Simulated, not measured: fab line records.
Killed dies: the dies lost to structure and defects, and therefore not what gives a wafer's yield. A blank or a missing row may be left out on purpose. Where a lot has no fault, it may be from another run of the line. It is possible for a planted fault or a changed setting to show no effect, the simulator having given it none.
Comparing a struck lot with a sound one | flow n5 finfet | 43 steps out of a route of 1938
Sound: these wafers, L847.2, L847.3, L847.6. Struck: wafer L858.1. (L858.3, L858.4 of the same lot were not struck and are left out.) The cause comes at the end.
Order at every step that has rows: each side's tool, ch and its chambers, its first start. Under that, the readings that differ: sound wafers | struck wafers | difference of the means | sigmas: that difference in standard deviations of wafers without a fault.
alike: a reading whose means differ by less than 2 such deviations, as well as words and numbers matching on both sides. not compared: withheld readings; readings where some wafer has no value; bounds like >300 that might hide an equal value; numbers whose values overlap and for which the record gives no deviation.
Wherever a step has rows on one side only, a row that says differs or no value, or a row with sigmas, the two part there. Numbers that don't overlap but have no deviation are shown without sigmas and don't part them. A reading missing from all wafers of one side parts the sides only when that side holds two or more wafers.

first, 11 steps without rows for these wafers: N5_BEOL_M2_ALD_98 (deposits SiO2, target thk 2.5 nm, pulse time 1 s, co reactant pulse time 1 s); N5_BEOL_M2_ETCHBACK_99 (etches SiO2 in CHF3, target depth 5 nm, time 10.4 s); N5_BEOL_M2_ETCH_70 (etches SOC in N2/H2, target depth 80 nm, overetch 24 nm, time 130 s); N5_BEOL_M2_STRIP_71 (strips in N2/H2); N5_BEOL_M2_STRIP_78 (strips in N2/H2); N5_BEOL_M2_VIA_ETCH_34 (etches the open film in C4F6/O2, target depth 69.4 nm, time 65.9 s); N5_BEOL_M2_STRIP_83 (strips in C4F6/O2); N5_BEOL_M2_STRIP_36 (strips in N2/H2); N5_BEOL_M2_TRENCH_ETCH_37 (etches SiOC in C4F6/O2, target depth 55.555 nm, time 29.2 s); N5_BEOL_M2_ETCH_41 (etches SiCN in CH3F/O2, target depth 29.9 nm, time 52.5 s); N5_BEOL_M2_STRIP_97 (strips in N2/H2, time 10 s).
N5_BEOL_M2_OCD_MEAS_38:
  struck on ocd-02, day 9 22:48; sound on ocd-01, day 6 21:38
  alike: trench depth nm
N5_BEOL_M2_HM_STRIP_39: strips TiN in peroxide tin strip, target depth 25 nm, time 158 s.
  sound on wet bench-01 ch 1,5,6, day 6 21:40; struck on wet bench-01 ch 0,2,3, day 9 22:50
then, 3 steps without rows for these wafers: N5_BEOL_M2_SRD_40 (time 30 s); N5_BEOL_M2_PRECLEAN_42 (cleans in residue remover, time 60 s); N5_BEOL_M2_SRD_43 (time 30 s).
N5_BEOL_M2_CD_MEAS_35: target cd 18 nm, target cd y 22.2 nm.
  struck on cd sem-01, day 9 22:57; sound on cd sem-01, day 6 21:47
  alike: cd nm
then, 3 steps without rows for these wafers: N5_BEOL_M2_DEGAS_44 (time 60 s); N5_BEOL_M2_PRE_CLEAN_45 (time 30 s); N5_BEOL_M2_ALD_84 (deposits TaN, pulse time 2 s, purge time 3 s, co reactant purge time 2 s).
N5_BEOL_M2_SURFACE_TREAT_85:
  struck on pvd sputter-03, day 10 00:04; sound on pvd sputter-02, day 6 22:25
  not compared: throttle valve pct
then, 8 steps without rows for these wafers: N5_BEOL_M2_CVD_47 (deposits Co from CCTBA/H2, target thk 3 nm, time 223.8 s); N5_BEOL_M2_SPUTTER_48 (material Cu, target thk 4.5 nm, time 8.29 s); N5_BEOL_M2_ANNEAL_49 (time 240 s); N5_BEOL_M2_SPUTTER_79 (material Cu, target thk 4.5 nm, time 8.29 s); N5_BEOL_M2_ANNEAL_80 (time 240 s); N5_BEOL_M2_SPUTTER_81 (material Cu, target thk 4.5 nm, time 8.29 s); N5_BEOL_M2_ANNEAL_82 (time 240 s); N5_BEOL_M2_SPUTTER_86 (material Cu, target thk 4.5 nm, time 8.29 s).
N5_BEOL_M2_ANNEAL_87: time 240 s.
  struck on pvd sputter-03, day 10 01:10; sound on pvd sputter-02, day 6 23:31
  alike: heater power w
then, 2 steps without rows for these wafers: N5_BEOL_M2_SPUTTER_88 (material Cu, target thk 4.5 nm, time 8.29 s); N5_BEOL_M2_ANNEAL_89 (time 240 s).
N5_BEOL_M2_SPUTTER_90: material Cu, target thk 4.5 nm, time 8.29 s.
  struck on pvd sputter-03, day 10 01:35; sound on pvd sputter-02, day 6 23:52
  alike: throttle valve pct
then, 2 steps without rows for these wafers: N5_BEOL_M2_ANNEAL_91 (time 240 s); N5_BEOL_M2_SPUTTER_92 (material Cu, target thk 4.5 nm, time 8.29 s).
N5_BEOL_M2_ANNEAL_93: time 240 s.
  struck on pvd sputter-03, day 10 01:55; sound on pvd sputter-02, day 7 00:10
  alike: heater power w
N5_BEOL_M2_SPUTTER_94: material Cu, target thk 4.5 nm, time 8.29 s.
  struck on pvd sputter-03, day 10 02:04; sound on pvd sputter-02, day 7 00:19
  alike: throttle valve pct
then, 5 steps without rows for these wafers: N5_BEOL_M2_ANNEAL_95 (time 240 s); N5_BEOL_M2_SPUTTER_96 (material Cu, target thk 4.5 nm, time 8.29 s); N5_BEOL_M2_ECD_50 (material Cu, target thk 300 nm); N5_BEOL_M2_ANNEAL_51 (time 90 s); N5_BEOL_M2_CMP_52 (polishes, stops on SiOC, t overpolish 6.8 s, target thk 40 nm).
-- record jumps: 6 days separate the struck wafers' starts on either side; left off in module BEOL_M2, taken up again in module PASSIVATION, whose first shown step is the route's number 1936 --
N5_PASSIVATION_PROBE_49:
  rows exist in the record for the struck wafers here (prober-02, day 16 09:26), but not for the sound ones

## WHERE THEY PART
N5_PASSIVATION_PROBE_49 only, going by this record.

WHY: what had been put in by the simulator
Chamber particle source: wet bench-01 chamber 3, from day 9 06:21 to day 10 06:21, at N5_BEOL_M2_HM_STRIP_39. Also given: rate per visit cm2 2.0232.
